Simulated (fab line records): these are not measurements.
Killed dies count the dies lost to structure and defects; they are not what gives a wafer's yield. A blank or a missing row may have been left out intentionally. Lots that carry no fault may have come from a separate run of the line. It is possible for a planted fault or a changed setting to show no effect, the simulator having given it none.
Struck lot and sound lot, side by side | flow nand-harc | 14 steps out of a route of 1159
Sound: wafers L392.3, L392.5, L392.6. Struck: wafer L399.4. (L399.1, L399.5 of the same lot were not struck and are left out.) The cause comes at the end.
For every step that has rows: the tool of each side, followed by ch and its chambers, followed by its first start. Under that, the readings that differ: sound wafers | struck wafers | difference of the means | sigmas: that difference in standard deviations of wafers without a fault.
alike: a reading whose means differ by less than 2 such deviations, as well as words and numbers matching on both sides. not compared: withheld readings; readings where some wafer has no value; bounds like >300 that might hide an equal value; numbers whose values overlap and for which the record gives no deviation.
The two part at a step that has a row with sigmas, a row that says differs or no value, or rows on one side only. Numbers that don't overlap but have no deviation are shown without sigmas and don't part them. A reading that every wafer of one side lacks parts them only if that side has two wafers or more.

first, 7 steps without rows for these wafers: NHARC_A_STAIRCASE_COAT_03; NHARC_A_STAIRCASE_SOFTBAKE_04 (time 170 s); NHARC_A_STAIRCASE_EBR_05; NHARC_A_STAIRCASE_EXPOSE_06 (exposes mask STAIR); NHARC_A_STAIRCASE_PEB_07 (peb time 130 s); NHARC_A_STAIRCASE_DEVELOP_08 (time 140 s); NHARC_A_STAIRCASE_HARDBAKE_10 (time 140 s).
NHARC_A_STAIRCASE_DESCUM_11: chemistry O2, time 3 s.
  sound on rie-diel-05 ch 0,2,3, day 12 01:35; struck on rie-diel-11 ch 1, day 14 17:50
  reading               | sound             | struck | difference | sigmas
  oes-product-au (a.u.) | 0.972 0.993 1.002 | 1.026  | +0.037     | +2
  alike: drypump-motor-current-A, rf-vpp-V, showerhead-plenum-p-Torr, throttle-valve-pct
  not compared: rf-hours-counter-h
NHARC_A_STAIRCASE_TRIM_12: chemistry O2, time 211.2 s.
  sound on rie-diel-05 ch 0,3, day 12 01:43; struck on rie-diel-11 ch 2, day 14 17:56
  alike: drypump-motor-current-A, oes-product-au, rf-vpp-V, showerhead-plenum-p-Torr, throttle-valve-pct
  not compared: rf-hours-counter-h
NHARC_A_STAIRCASE_ETCH_13: etches the open film in C4F8/O2, target depth 100 nm, time 40.5 s.
  sound on rie-diel-05 ch 1,2; struck on rie-diel-11 ch 0
  reading               | sound             | struck | difference | sigmas
  oes-product-au (a.u.) | 0.930 0.932 0.929 | 0.970  | +0.040     | +2
  alike: rf-vpp-V, run-length-s
  not compared: rf-hours-counter-h
NHARC_A_STAIRCASE_TRIM_14: chemistry O2, time 211.2 s.
  sound on rie-diel-05 ch 1,2,3; struck on rie-diel-11 ch 1
  reading                         | sound             | struck | difference | sigmas
  oes-product-au (a.u.)           | 0.990 0.989 1.006 | 1.029  | +0.034     | +2
  rf-vpp-V (V)                    | 57.9 55.6 56.1    | 59.9   | +3.4       | +3
  showerhead-plenum-p-Torr (Torr) | 3.48 3.38 3.30    | 3.75   | +0.36      | +2
  alike: drypump-motor-current-A, throttle-valve-pct
  not compared: rf-hours-counter-h
NHARC_A_STAIRCASE_ETCH_15: etches the open film in C4F8/O2, target depth 100 nm, time 40.5 s.
  sound on rie-diel-05 ch 0,1, day 12 02:08; struck on rie-diel-11 ch 3, day 14 18:19
  reading          | sound          | struck | difference | sigmas
  run-length-s (s) | 61.7 61.8 61.4 | 74.1   | +12.5      | +30
  alike: oes-product-au, rf-vpp-V
  not compared: rf-hours-counter-h
NHARC_A_STAIRCASE_TRIM_16: chemistry O2, time 211.2 s.
  sound on rie-diel-05 ch 2,3; struck on rie-diel-11 ch 0
  alike: drypump-motor-current-A, oes-product-au, rf-vpp-V, showerhead-plenum-p-Torr, throttle-valve-pct
  not compared: rf-hours-counter-h
-- the record jumps here: 9 days lie between the struck wafers' starts before and after (it left off in module A_STAIRCASE and takes up again in module END, whose first step shown is number 1159 of the route) --
NHARC_END_SORT_01:
  here the record holds rows for the struck wafers (prober-02 ch 0, day 23 06:47) but none for the sound ones

== WHERE THEY PART ==
At NHARC_A_STAIRCASE_DESCUM_11 first; at NHARC_END_SORT_01 last (within this record only).

WHY: what the simulator had put in
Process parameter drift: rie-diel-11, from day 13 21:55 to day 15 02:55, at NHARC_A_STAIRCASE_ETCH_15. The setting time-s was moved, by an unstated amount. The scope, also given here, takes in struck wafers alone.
